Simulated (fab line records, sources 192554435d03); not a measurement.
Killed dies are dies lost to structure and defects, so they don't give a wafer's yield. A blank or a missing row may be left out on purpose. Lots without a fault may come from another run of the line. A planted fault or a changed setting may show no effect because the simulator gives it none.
Problem report in the 8D (eight disciplines) form, filled by code | flow n5_finfet | the parts of the form that need people (team, actions taken, sign-off) are left out

1. THE PROBLEM
raw_defect_count at N5_SD_EPI_P_INSPECT_26 reads a mean of 1221 on 6 wafers of 2 lots; wafers without a fault read 180 with a standard deviation of 39. That is +27 standard deviations from the usual mean.
The step: inspects for defects (darkfield).
First seen on wafer L847.3, day 7 16:50, on defect_inspect-02. The record holds 30 wafers of 10 lots with a number at this step. Rule for "out", or "out of limits": more than 4 standard deviations from the usual mean. The other wafers with a number count as sound.

2. WHAT IT IS AND WHAT IT IS NOT
question                    | is                                   | is not
which readings at this step | raw_defect_count                     | -
which lots                  | L847, L848                           | L831, L832, L836, L839, L849, L851, L852, L853
which wafers of those lots  | all that have a number               | -
read on which gauges        | defect_inspect-01, defect_inspect-02 | -
when                        | from day 7 16:50                     | up to then (12 sound wafers); but 12 sound wafers of L849, L851, L852, L853 came after

3. SUSPECTS, AND WHAT RULES EACH OUT
Counting: a tool at a process step up to the reading stays a suspect if it ran every lot that is out and no sound lot after the first of them.
- the gauge at N5_SD_EPI_P_INSPECT_26: ruled out. The wafers that are out were read on 2 gauges (defect_inspect-01, defect_inspect-02).
- epi_rpcvd-01 at N5_SD_EPI_P_PRECLEAN_51 (cleans in NF3:NH3, afs cycles 1, time 20 s, sublimation time 60 s): kept. It ran every lot that is out, first L847 (day 7 14:10), and no sound lot after that; its last sound lot up to then is L839 (day 5 13:17).
Left after counting: epi_rpcvd-01 at N5_SD_EPI_P_PRECLEAN_51.

4. THE CAUSE (what the simulator had put in)
Chamber particle source: epi_rpcvd-01, from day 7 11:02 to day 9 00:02, at N5_SD_EPI_P_PRECLEAN_51. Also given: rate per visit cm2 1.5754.
Counting left only this tool.

5. THE CHAIN OF EFFECTS, in route order
Each row: a reading whose mean over the struck wafers that have a number lies more than 3 standard deviations from the usual. Only readings for which the record gives a usual standard deviation are gone through. hours: the time from each lot's start at the first step in this table that gives one to its start at this step, as a median over the lots. sigmas: the change in usual standard deviations.
hours | step                    | reading              | usual  | on struck wafers | change | sigmas
0     | N5_SD_EPI_P_INSPECT_26  | raw_defect_count     | 180    | 1221             | +1041  | +27
223   | N5_PASSIVATION_PROBE_49 | defect_limited_yield | 91.3 % | 80.3             | -11.0  | -6.4
223   | N5_PASSIVATION_PROBE_49 | killed_at_front_end  | 39     | 180              | +141   | +11
223   | N5_PASSIVATION_PROBE_49 | killed_dies          | 103    | 232              | +129   | +6.5
223   | N5_PASSIVATION_PROBE_49 | sort_bin_5_function  | 5.1 %  | 11.8             | +6.8   | +6.1
223   | N5_PASSIVATION_PROBE_49 | sort_n_pass          | 1077   | 948              | -129   | -6.5
223   | N5_PASSIVATION_PROBE_49 | sort_yield_pct       | 91.3 % | 80.3             | -11.0  | -6.4
The process steps in it:
- N5_PASSIVATION_PROBE_49
Later measuring or inspecting steps at which every struck wafer that the step has a row for has a number for every such reading, and none has moved that far: N5_ILD0_THK_MEAS_04, N5_BEOL_M4_RC_MEAS_101.

6. WHAT WOULD HAVE CAUGHT IT SOONER
In this record the first reading out of limits at a measuring or inspecting step was taken at day 7 16:50, 6 hours after the fault began at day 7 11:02.
Of the tool readings at N5_SD_EPI_P_PRECLEAN_51 for which the record gives a usual standard deviation, none was out on any struck wafer, so an alarm limit of 4 standard deviations on them would not have fired.
Of the lots that are out (2), L848 began N5_SD_EPI_P_PRECLEAN_51 on epi_rpcvd-01 after day 7 16:50. A hold on the tool at that time would have spared it.
